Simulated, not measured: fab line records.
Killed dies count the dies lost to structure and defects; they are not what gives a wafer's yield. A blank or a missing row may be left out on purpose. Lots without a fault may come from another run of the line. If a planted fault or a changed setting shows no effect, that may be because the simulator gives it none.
What tool caused it? -- flow n5-finfet -- 69 wafers from 23 lots sampled at 6 of the route's 1938 steps

## WHAT THE GAUGES READ, wafer by wafer
The record holds no reading of a measuring or inspecting step that can be judged against a usual standard deviation.

## TOOL THAT RAN EACH LOT (tool first, then ch and the chambers of the sampled wafers, then the start)
lot,N5_BEOL_M14_ETCH_38,N5_BEOL_M15_STRIP_63,N5_BEOL_M15_STRIP_36,N5_BEOL_M15_PRE_CLEAN_42,N5_MIM_BOT_SPUTTER_00,N5_MIM_TOP_ETCH_STRIP_01
L074,"rie-diel-06 ch 0,1,3, day 11 16:53 or earlier","rie-diel-02 ch 0,1,2, day 11 16:53 or earlier","rie-diel-02 ch 1,2,3, day 11 16:53","pvd-sputter-01, day 11 17:41","pvd-sputter-02, day 11 20:47","rie-diel-02 ch 0,2,3, day 11 22:17"
L075,"rie-diel-04 ch 0,1,2, day 12 02:23 or earlier","rie-diel-03 ch 0,1,2, day 12 02:23 or earlier","rie-diel-01 ch 0,1,3, day 12 02:23","pvd-sputter-03, day 12 03:09","pvd-sputter-02, day 12 07:09","rie-diel-02 ch 0,1,3, day 12 08:58"
L076,"rie-diel-05 ch 0,1,3, day 12 12:04 or earlier","rie-diel-01 ch 1,2,3, day 12 12:04 or earlier","rie-diel-02 ch 0,1,2, day 12 12:04","pvd-sputter-03, day 12 12:53","pvd-sputter-03, day 12 15:53","rie-diel-01 ch 0,1,2, day 12 19:06"
L080,"rie-diel-06 ch 0,2, day 13 03:55 or earlier","rie-diel-01 ch 1,2,3, day 13 03:55 or earlier","rie-diel-02 ch 2,3, day 13 03:55","pvd-sputter-03, day 13 04:38","pvd-sputter-01, day 13 08:48","rie-diel-01 ch 0,2,3, day 13 10:50"
L079,"rie-diel-05 ch 0,1,3, day 13 12:24 or earlier","rie-diel-02 ch 0,1,3, day 13 12:24 or earlier","rie-diel-03 ch 0,1,3, day 13 12:24","pvd-sputter-01, day 13 13:06","pvd-sputter-01, day 13 16:54","rie-diel-01 ch 0,1,3, day 13 18:56"
L077,"rie-diel-06 ch 0,1, day 13 12:19 or earlier","rie-diel-01 ch 0,1,2, day 13 12:19 or earlier","rie-diel-01 ch 0,1, day 13 12:19","pvd-sputter-03, day 13 13:06","pvd-sputter-01, day 13 16:35","rie-diel-03 ch 1,2,3, day 13 18:50"
L078,"rie-diel-05 ch 0,3, day 13 17:17 or earlier","rie-diel-03 ch 0,3, day 13 17:17 or earlier","rie-diel-01 ch 0,1,2, day 13 17:17","pvd-sputter-01, day 13 18:07","pvd-sputter-03, day 13 21:08","rie-diel-02 ch 0,2,3, day 13 22:38"
L081,"rie-diel-04 ch 0,1,2, day 13 17:47 or earlier","rie-diel-01 ch 0,1,3, day 13 17:47 or earlier","rie-diel-01 ch 0,3, day 13 17:47","pvd-sputter-01, day 13 18:26","pvd-sputter-03, day 13 21:20","rie-diel-02 ch 1,2, day 14 00:11"
L082,"rie-diel-04 ch 1,2,3, day 13 18:04 or earlier","rie-diel-03 ch 2,3, day 13 18:04 or earlier","rie-diel-02 ch 1,2,3, day 13 18:04","pvd-sputter-02, day 13 18:57","pvd-sputter-03, day 13 22:08","rie-diel-03 ch 0,1,2, day 14 00:46"
L083,"rie-diel-04 ch 1,2,3, day 13 21:16 or earlier","rie-diel-03 ch 0,2,3, day 13 21:16 or earlier","rie-diel-01 ch 0,1, day 13 21:16","pvd-sputter-03, day 13 21:47","pvd-sputter-03, day 14 00:38","rie-diel-01 ch 0,2,3, day 14 02:16"
L084,"rie-diel-04 ch 0,1, day 14 08:31 or earlier","rie-diel-02 ch 1,2, day 14 08:31 or earlier","rie-diel-02 ch 0,2,3, day 14 08:31","pvd-sputter-02, day 14 09:10","pvd-sputter-03, day 14 12:29","rie-diel-03 ch 0,2, day 14 15:43"
L085,"rie-diel-06 ch 1,2,3, day 14 19:25 or earlier","rie-diel-03 ch 0,1,2, day 14 19:25 or earlier","rie-diel-03 ch 0,1,2, day 14 19:25","pvd-sputter-02, day 14 20:01","pvd-sputter-02, day 14 23:17","rie-diel-01 ch 1,2,3, day 15 03:09"
L089,"rie-diel-05 ch 0,2, day 15 07:19 or earlier","rie-diel-02 ch 0,2,3, day 15 07:19 or earlier","rie-diel-02 ch 0,2, day 15 07:19","pvd-sputter-03, day 15 08:01","pvd-sputter-01, day 15 12:21","rie-diel-02 ch 0,2, day 15 14:22"
L086,"rie-diel-05 ch 0,3, day 15 14:26 or earlier","rie-diel-03 ch 2,3, day 15 14:26 or earlier","rie-diel-02 ch 0,3, day 15 14:26","pvd-sputter-02, day 15 16:16","pvd-sputter-03, day 15 19:11","rie-diel-01 ch 0,2,3, day 15 21:19"
L091,"rie-diel-06 ch 0,1,2, day 15 16:34 or earlier","rie-diel-02 ch 0,2,3, day 15 16:34 or earlier","rie-diel-03 ch 0,1,3, day 15 16:34","pvd-sputter-02, day 15 17:02","pvd-sputter-03, day 15 19:40","rie-diel-02 ch 0,2, day 15 21:34"
L090,"rie-diel-05 ch 2,3, day 15 20:02 or earlier","rie-diel-03 ch 0,2, day 15 20:02 or earlier","rie-diel-03 ch 0,1,2, day 15 20:02","pvd-sputter-01, day 15 21:01","pvd-sputter-02, day 16 00:39","rie-diel-03 ch 0,1,2, day 16 02:35"
L088,"rie-diel-05 ch 1,3, day 15 22:40 or earlier","rie-diel-03 ch 0,2,3, day 15 22:40 or earlier","rie-diel-01 ch 0,3, day 15 22:40","pvd-sputter-01, day 15 23:23","pvd-sputter-02, day 16 02:02","rie-diel-01 ch 0,2,3, day 16 04:58"
L093,"rie-diel-06 ch 1,3, day 15 22:47 or earlier","rie-diel-02 ch 0,2,3, day 15 22:47 or earlier","rie-diel-03 ch 0,1,2, day 15 22:47","pvd-sputter-02, day 15 23:52","pvd-sputter-03, day 16 04:07","rie-diel-02 ch 0,2, day 16 05:55"
L094,"rie-diel-04 ch 1,2,3, day 16 13:47 or earlier","rie-diel-02 ch 2,3, day 16 13:47 or earlier","rie-diel-03 ch 0,1,2, day 16 13:47","pvd-sputter-03, day 16 14:39","pvd-sputter-01, day 16 18:19","rie-diel-01 ch 0,1,2, day 16 20:03"
L092,"rie-diel-06 ch 0,2,3, day 16 14:19 or earlier","rie-diel-01 ch 1,2, day 16 14:19 or earlier","rie-diel-01 ch 2,3, day 16 14:19","pvd-sputter-03, day 16 15:16","pvd-sputter-03, day 16 18:27","rie-diel-01 ch 1,2,3, day 16 23:56"
L096,"rie-diel-06 ch 0,2,3, day 17 09:46 or earlier","rie-diel-02 ch 0,3, day 17 09:46 or earlier","rie-diel-03 ch 0,1,3, day 17 09:46","pvd-sputter-02, day 17 10:09","pvd-sputter-01, day 17 13:06","rie-diel-02 ch 0,2, day 17 15:55"
L097,"rie-diel-05 ch 1,2, day 17 14:43 or earlier","rie-diel-03 ch 0,1,2, day 17 14:43 or earlier","rie-diel-02 ch 1,2,3, day 17 14:43","pvd-sputter-01, day 17 15:13","pvd-sputter-01, day 17 18:52","rie-diel-01 ch 1,3, day 17 20:52"
L095,"rie-diel-05 ch 0,1, day 17 19:00 or earlier","rie-diel-02 ch 0,2,3, day 17 19:00 or earlier","rie-diel-02 ch 0,2,3, day 17 19:00","pvd-sputter-03, day 17 19:37","pvd-sputter-01, day 17 23:12","rie-diel-02 ch 1,2,3, day 18 00:52"
- N5_BEOL_M14_ETCH_38: etches SiCN in CF4/N2, target depth 106.5 nm, time 120.6 s.
- N5_BEOL_M15_STRIP_63: strips in O2.
- N5_BEOL_M15_STRIP_36: strips in O2.
- N5_BEOL_M15_PRE_CLEAN_42: time 30 s.
- N5_MIM_BOT_SPUTTER_00: material TiN, target thk 35 nm, time 89.7 s.
- N5_MIM_TOP_ETCH_STRIP_01: strips in O2.

## WHAT THE TOOLS THEMSELVES READ (means of the sampled wafers that have a number; where no wafer has one, the mark that the record gives instead)
N5_BEOL_M14_ETCH_38. Usual: cf4-flow-sccm 59.96 sccm, standard deviation 0.18; drypump-motor-current-A 5.7 A, standard deviation 0.52; oes-product-au 0.79 a.u., standard deviation 0.089; rf-vpp-V 381.7 V, standard deviation 2.1; showerhead-plenum-p-Torr 2.18 Torr, standard deviation 0.078; throttle-valve-pct 15.51 %, standard deviation 0.22.
lot,tool,cf4-flow-sccm (sccm),drypump-motor-current-A (A),oes-product-au (a.u.),rf-vpp-V (V),showerhead-plenum-p-Torr (Torr),throttle-valve-pct (%),flag
L074,rie-diel-06,59.95,5.7,0.84,380.0,2.11,15.36,
L075,rie-diel-04,60.01,5.6,0.75,383.2,2.27,15.64,
L076,rie-diel-05,60.00,5.8,0.72,381.2,2.14,15.71,
L080,rie-diel-06,60.03,5.9,0.90,382.4,2.21,15.18,
L079,rie-diel-05,59.90,5.7,0.72,380.4,2.14,15.73,
L077,rie-diel-06,59.83,6.2,0.85,379.5,2.11,15.35,
L078,rie-diel-05,59.72,5.5,0.73,382.0,2.18,15.62,
L081,rie-diel-04,59.75,5.6,0.73,384.3,2.26,15.66,
L082,rie-diel-04,60.18,5.2,0.73,381.6,2.20,15.69,
L083,rie-diel-04,59.79,5.2,0.73,381.8,2.20,15.71,
L084,rie-diel-04,60.08,5.9,0.78,383.1,2.25,15.67,
L085,rie-diel-06,60.11,5.4,0.79,380.1,2.12,15.43,
L089,rie-diel-05,59.76,6.2,0.72,381.9,2.17,15.60,
L086,rie-diel-05,59.95,5.5,0.72,381.5,2.17,15.66,
L091,rie-diel-06,60.10,5.9,0.80,380.7,2.13,15.41,
L090,rie-diel-05,60.16,6.1,0.73,381.7,2.18,15.52,
L088,rie-diel-05,59.75,5.7,0.81,383.0,2.23,15.52,
L093,rie-diel-06,60.07,5.4,0.73,378.0,2.05,15.62,
L094,rie-diel-04,59.84,5.2,0.81,382.1,2.19,15.56,
L092,rie-diel-06,59.94,5.7,0.84,381.9,2.17,15.26,
L096,rie-diel-06,59.95,5.7,0.83,381.7,2.17,15.28,
L097,rie-diel-05,60.09,6.2,0.86,383.9,2.28,15.49,
L095,rie-diel-05,59.90,5.9,0.93,383.0,2.22,15.41,

N5_BEOL_M15_STRIP_63. Usual: drypump-motor-current-A 5.6 A, standard deviation 0.48; oes-product-au 0.74 a.u., standard deviation 0.063; rf-vpp-V 3.7 V, standard deviation 0.76; showerhead-plenum-p-Torr 2.10 Torr, standard deviation 0.094; throttle-valve-pct 16.81 %, standard deviation 0.24.
lot,tool,drypump-motor-current-A (A),oes-product-au (a.u.),rf-vpp-V (V),showerhead-plenum-p-Torr (Torr),throttle-valve-pct (%),flag
L074,rie-diel-02,5.4,0.72,3.8,2.00,16.79,
L075,rie-diel-03,5.6,0.72,3.8,2.11,16.81,
L076,rie-diel-01,5.3,0.82,2.6,2.17,16.79,
L080,rie-diel-01,5.3,0.81,3.5,2.17,16.79,
L079,rie-diel-02,5.3,0.73,3.8,2.08,16.65,
L077,rie-diel-01,5.6,0.80,3.8,2.20,16.79,
L078,rie-diel-03,5.7,0.73,4.4,2.14,16.85,
L081,rie-diel-01,5.7,0.75,3.8,2.15,16.90,
L082,rie-diel-03,6.0,0.73,4.2,2.17,16.70,
L083,rie-diel-03,5.9,0.72,4.1,2.14,16.77,
L084,rie-diel-02,5.6,0.73,3.5,1.95,16.86,
L085,rie-diel-03,5.6,0.71,4.7,2.10,16.86,
L089,rie-diel-02,5.7,0.75,3.6,2.06,16.88,
L086,rie-diel-03,6.0,0.73,4.3,2.17,16.73,
L091,rie-diel-02,5.6,0.74,2.8,2.06,16.86,
L090,rie-diel-03,5.7,0.70,4.0,2.10,16.88,
L088,rie-diel-03,5.9,0.72,4.2,2.13,16.81,
L093,rie-diel-02,5.6,0.74,4.3,2.05,16.86,
L094,rie-diel-02,5.9,0.74,4.1,2.01,16.93,
L092,rie-diel-01,5.5,0.82,4.2,2.21,16.83,
L096,rie-diel-02,5.5,0.74,3.9,2.14,16.74,
L097,rie-diel-03,5.6,0.70,3.7,2.09,16.90,
L095,rie-diel-02,5.7,0.72,3.9,2.05,16.89,

N5_BEOL_M15_STRIP_36. Usual: drypump-motor-current-A 5.6 A, standard deviation 0.47; oes-product-au 0.74 a.u., standard deviation 0.06; rf-vpp-V 3.7 V, standard deviation 1; showerhead-plenum-p-Torr 2.11 Torr, standard deviation 0.088; throttle-valve-pct 16.83 %, standard deviation 0.21.
lot,tool,drypump-motor-current-A (A),oes-product-au (a.u.),rf-vpp-V (V),showerhead-plenum-p-Torr (Torr),throttle-valve-pct (%),flag
L074,rie-diel-02,5.5,0.76,3.1,2.03,16.68,
L075,rie-diel-01,5.7,0.75,4.5,2.16,16.89,
L076,rie-diel-02,5.4,0.72,4.4,1.99,16.77,
L080,rie-diel-02,5.8,0.80,3.6,2.10,16.74,
L079,rie-diel-03,5.4,0.73,3.5,2.11,16.94,
L077,rie-diel-01,6.0,0.72,3.7,2.18,16.88,
L078,rie-diel-01,5.6,0.80,3.1,2.20,16.79,
L081,rie-diel-01,5.5,0.72,4.0,2.11,16.93,
L082,rie-diel-02,5.5,0.74,3.2,2.03,16.69,
L083,rie-diel-01,6.1,0.72,4.1,2.18,16.88,
L084,rie-diel-02,5.7,0.75,3.7,2.06,16.84,
L085,rie-diel-03,5.6,0.71,4.6,2.10,16.86,
L089,rie-diel-02,5.8,0.74,3.4,1.97,17.02,
L086,rie-diel-02,5.4,0.72,4.3,2.10,16.82,
L091,rie-diel-03,5.4,0.71,3.9,2.11,16.96,
L090,rie-diel-03,5.7,0.70,3.1,2.10,16.88,
L088,rie-diel-01,5.8,0.69,3.3,2.13,16.92,
L093,rie-diel-03,5.7,0.70,3.1,2.10,16.87,
L094,rie-diel-03,5.7,0.69,4.3,2.10,16.88,
L092,rie-diel-01,5.1,0.77,3.3,2.11,16.85,
L096,rie-diel-03,5.5,0.69,3.5,2.10,16.98,
L097,rie-diel-02,5.5,0.82,3.2,2.11,16.60,
L095,rie-diel-02,5.6,0.73,4.0,2.05,16.91,

N5_BEOL_M15_PRE_CLEAN_42. Usual: heater-power-w at 488 W, with a standard deviation of 31.
lot,tool,heater-power-w (W),flag
L074,pvd-sputter-01,462,
L075,pvd-sputter-03,464,
L076,pvd-sputter-03,471,
L080,pvd-sputter-03,469,
L079,pvd-sputter-01,478,
L077,pvd-sputter-03,500,
L078,pvd-sputter-01,492,
L081,pvd-sputter-01,474,
L082,pvd-sputter-02,511,
L083,pvd-sputter-03,465,
L084,pvd-sputter-02,516,
L085,pvd-sputter-02,501,
L089,pvd-sputter-03,495,
L086,pvd-sputter-02,508,
L091,pvd-sputter-02,512,
L090,pvd-sputter-01,466,
L088,pvd-sputter-01,477,
L093,pvd-sputter-02,494,
L094,pvd-sputter-03,499,
L092,pvd-sputter-03,477,
L096,pvd-sputter-02,501,
L097,pvd-sputter-01,476,
L095,pvd-sputter-03,465,

N5_MIM_BOT_SPUTTER_00. Usual: throttle-valve-pct at 30.5 %, with a standard deviation of 1.2.
lot,tool,throttle-valve-pct (%),flag
L074,pvd-sputter-02,30.4,
L075,pvd-sputter-02,30.4,
L076,pvd-sputter-03,30.1,
L080,pvd-sputter-01,31.8,
L079,pvd-sputter-01,31.5,
L077,pvd-sputter-01,31.7,
L078,pvd-sputter-03,30.4,
L081,pvd-sputter-03,31.0,
L082,pvd-sputter-03,29.2,
L083,pvd-sputter-03,28.8,
L084,pvd-sputter-03,29.5,
L085,pvd-sputter-02,30.5,
L089,pvd-sputter-01,31.0,
L086,pvd-sputter-03,29.4,
L091,pvd-sputter-03,30.8,
L090,pvd-sputter-02,30.1,
L088,pvd-sputter-02,30.4,
L093,pvd-sputter-03,29.5,
L094,pvd-sputter-01,30.9,
L092,pvd-sputter-03,28.8,
L096,pvd-sputter-01,31.1,
L097,pvd-sputter-01,31.9,
L095,pvd-sputter-01,30.6,

N5_MIM_TOP_ETCH_STRIP_01. Usual: drypump-motor-current-A 5.5 A, standard deviation 0.5; oes-product-au 0.76 a.u., standard deviation 0.068; rf-vpp-V 3.6 V, standard deviation 1.3; showerhead-plenum-p-Torr 2.12 Torr, standard deviation 0.092; throttle-valve-pct 16.81 %, standard deviation 0.22.
lot,tool,drypump-motor-current-A (A),oes-product-au (a.u.),rf-vpp-V (V),showerhead-plenum-p-Torr (Torr),throttle-valve-pct (%),flag
L074,rie-diel-02,5.7,0.78,2.9,2.06,16.81,
L075,rie-diel-02,5.3,0.74,3.4,2.08,16.63,
L076,rie-diel-01,5.6,0.80,3.5,2.20,16.78,
L080,rie-diel-01,5.4,0.78,3.2,2.15,16.80,
L079,rie-diel-01,5.7,0.74,4.3,2.15,16.94,
L077,rie-diel-03,5.8,0.72,2.4,2.14,16.75,
L078,rie-diel-02,5.7,0.76,3.5,2.06,16.85,
L081,rie-diel-02,5.6,0.72,2.6,1.95,16.87,
L082,rie-diel-03,5.7,0.71,3.0,2.10,16.87,
L083,rie-diel-01,5.4,0.76,3.9,2.15,16.82,
L084,rie-diel-03,5.7,0.70,3.7,2.10,16.89,
L085,rie-diel-01,5.3,0.80,3.4,2.17,16.84,
L089,rie-diel-02,5.8,0.73,3.3,1.97,17.06,
L086,rie-diel-01,5.4,0.75,3.5,2.15,16.84,
L091,rie-diel-02,5.8,0.72,3.1,1.97,17.03,
L090,rie-diel-03,5.6,0.70,3.5,2.10,16.88,
L088,rie-diel-01,5.4,0.76,3.1,2.15,16.85,
L093,rie-diel-02,5.6,0.70,4.1,2.01,16.97,
L094,rie-diel-01,5.6,0.78,3.9,2.19,16.85,
L092,rie-diel-01,5.3,0.78,4.2,2.16,16.86,
L096,rie-diel-02,5.5,0.71,2.9,2.01,17.02,
L097,rie-diel-01,5.6,0.77,4.2,2.16,16.98,
L095,rie-diel-02,5.5,0.81,4.4,2.11,16.58,

## THE ANSWER, worked out from the rows above alone
Rule: lot off if the mean of its wafers having a number is beyond 3 standard deviations from the usual mean. Also off: a lot with no number at a reading for which 4 or more lots have one. Any other lot the step has rows for is counted as sound. The gauges are gone through in route order, then the tools' own readings, and for those a lot's mean is taken as printed above. At the first step where some lot is off, the reading lying furthest off is the one used; lots without a number count as furthest.
None of the lots is off at any reading shown; this tells nothing.

## WHAT HAD BEEN PUT IN BY THE SIMULATOR
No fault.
